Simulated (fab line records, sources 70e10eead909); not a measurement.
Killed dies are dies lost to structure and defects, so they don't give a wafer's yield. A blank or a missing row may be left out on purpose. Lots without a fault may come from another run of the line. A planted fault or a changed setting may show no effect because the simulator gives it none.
Chamber matching | flow nand_harc | NHARC_P_BONDPAD_DEP_00 on pecvd-02: 3 sister chambers
The step deposits SiCN, target thk 250 nm. 3 wafers are shown with their chamber, then 7 later ones without.

WAFERS WITH THEIR CHAMBER
wafer  | chamber | heater_power_w (W)
L086.5 | 1       | 723
L092.2 | 0       | 484
L092.5 | 2       | 573

WAFERS WITHOUT THEIR CHAMBER
wafer  | heater_power_w (W)
L092.6 | 495
L094.2 | 521
L094.4 | 532
L094.5 | 695
L095.2 | 559
L095.3 | 704
L095.6 | 538

WHICH CHAMBER EACH WENT THROUGH
wafer  | from the rows above     | in truth
L092.6 | 0                       | 0
L094.2 | can't be placed: 0 or 2 | 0
L094.4 | can't be placed: 2 or 0 | 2
L094.5 | 1                       | 1
L095.2 | 2                       | 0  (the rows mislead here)
L095.3 | 1                       | 1
L095.6 | can't be placed: 2 or 0 | 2
Placed correctly: 3 of 7. Can't be placed from these rows: 3 (the true chamber is among the candidates in 3). Placed wrongly: 1.
How it was worked out, from the rows above alone: a wafer's distance from a chamber is the root of the sum, over the readings, of the square of ((its reading less the chamber's mean) divided by the reading's scatter). The wafer belongs to the nearest chamber; if the next one is less than 2 further off, it can't be placed. A chamber's mean is the mean of its shown wafers. The scatter: with one shown wafer a chamber, the root of the mean of the squares of how far each hidden wafer lies from its nearest shown one.
